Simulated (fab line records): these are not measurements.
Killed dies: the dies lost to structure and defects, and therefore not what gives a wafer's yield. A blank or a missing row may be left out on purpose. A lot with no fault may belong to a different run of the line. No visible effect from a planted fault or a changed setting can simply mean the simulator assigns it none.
Chamber matching + flow n5 finfet + 3 sister chambers for N5_BEOL_M12_ILD_DEP_00 on pecvd-04
The step deposits SiOC from DEMS/O2, target thk 658.92 nm, time 130.7 s. 6 wafers are shown with their chamber, then 7 later ones without.

== EACH WAFER AND ITS CHAMBER ==
| wafer  | chamber | throttle valve pct (%) | showerhead plenum p Torr (Torr) |
|--------|---------|------------------------|---------------------------------|
| L078.6 | 2       | 11.3                   | 5.694                           |
| L082.2 | 1       | 12.6                   | 5.690                           |
| L085.3 | 1       | 12.5                   | 5.716                           |
| L085.6 | 0       | 12.6                   | 5.707                           |
| L088.1 | 2       | 10.9                   | 5.696                           |
| L088.3 | 0       | 12.8                   | 5.711                           |

== WAFERS WITH NO CHAMBER GIVEN ==
| wafer  | throttle valve pct (%) | showerhead plenum p Torr (Torr) |
|--------|------------------------|---------------------------------|
| L088.5 | 12.7                   | 5.697                           |
| L091.2 | 13.0                   | 5.690                           |
| L091.3 | 10.7                   | 5.697                           |
| L091.4 | 12.7                   | 5.701                           |
| L092.2 | 12.6                   | 5.688                           |
| L092.5 | 10.9                   | 5.704                           |
| L092.6 | 12.6                   | 5.693                           |

== THE CHAMBER EACH PASSED THROUGH ==
| wafer  | from the rows above     | in truth |
|--------|-------------------------|----------|
| L088.5 | can't be placed: 1 or 0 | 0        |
| L091.2 | can't be placed: 0 or 1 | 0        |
| L091.3 | 2                       | 2        |
| L091.4 | can't be placed: 0 or 1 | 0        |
| L092.2 | can't be placed: 1 or 0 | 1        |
| L092.5 | 2                       | 2        |
| L092.6 | can't be placed: 1 or 0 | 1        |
Correct placement for 2 of the 7. Can't be placed from these rows: 5 (the true chamber is among the candidates in 5). 0 placed wrongly.
How it was worked out, from the rows above alone: a wafer's distance from a chamber is the root of the sum, over the readings, of the square of ((its reading less the chamber's mean) divided by the reading's scatter). If the next closest chamber is less than 2 further off than the closest, the wafer can't be placed; otherwise it belongs to the closest. A chamber's mean is the mean of its shown wafers. The scatter: the root of (the sum of the squares of (reading less its chamber's mean) over the shown wafers, divided by (wafers less chambers)).
